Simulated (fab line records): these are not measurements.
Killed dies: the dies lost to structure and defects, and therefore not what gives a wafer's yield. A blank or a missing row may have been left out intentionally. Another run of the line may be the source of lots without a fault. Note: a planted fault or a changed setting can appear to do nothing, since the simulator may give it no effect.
Which tool did it?    flow nand harc    7 lots with 21 wafers sampled at 2 steps, on a route of 1159 steps

== WHAT EACH GAUGE READ, for each wafer ==
NHARC_A_BONDPAD_THK_MEAS_20: measures by xrf.
lot   measured      on             thk nm (nm)
L197  day 18 14:05  film metro-02  169.7 170.4 169.0
L199  day 18 06:19  film metro-02  169.9 168.9 168.5
L202  day 19 07:32  film metro-01  171.6 172.1 167.9
L204  day 20 04:30  film metro-01  169.5 166.4 169.8
L210  day 22 01:51  film metro-02  169.3 169.2 171.5
L213  day 22 22:25  film metro-01  168.0 170.1 172.3
L218  day 23 17:25  film metro-01  170.8 171.2 172.0

== EACH LOT AND THE TOOL THAT RAN IT (in order: tool; ch and the chambers of the sampled wafers; start) ==
lot   NHARC_A_SGD_CUT_DEP_00
L197  pecvd-03 ch 0,1,2, day 14 00:59
L199  pecvd-03 ch 0,1,2, day 14 03:16
L202  pecvd-03 ch 0,1, day 14 21:47
L204  pecvd-02 ch 1,2, day 15 21:07
L210  pecvd-01 ch 0,2, day 17 21:17
L213  pecvd-01 ch 0,2, day 18 07:47
L218  pecvd-02 ch 0,1,2, day 19 12:14
- NHARC_A_SGD_CUT_DEP_00: deposits SiNx, target thk 50 nm.

== THE ANSWER, worked out from the rows above alone ==
Rule: what is usual is taken from the lots themselves. Put in order of their means at a reading, lots are off if they are a third of the lots or fewer, leave a main group of 4 or more, and stand apart from it by a gap of 3 or more times the standard deviation of the main group's means; of several such gaps the widest counts. A main group is skipped when, at the precision printed for the reading in the tables above, its means are all equal. A lot without any number at a reading at which 4 lots or more have one is off too. Where the step has rows for the other lots, those lots are counted as sound.
None of the lots is off at any reading shown; this tells nothing.

== WHAT THE SIMULATOR HAD INSERTED ==
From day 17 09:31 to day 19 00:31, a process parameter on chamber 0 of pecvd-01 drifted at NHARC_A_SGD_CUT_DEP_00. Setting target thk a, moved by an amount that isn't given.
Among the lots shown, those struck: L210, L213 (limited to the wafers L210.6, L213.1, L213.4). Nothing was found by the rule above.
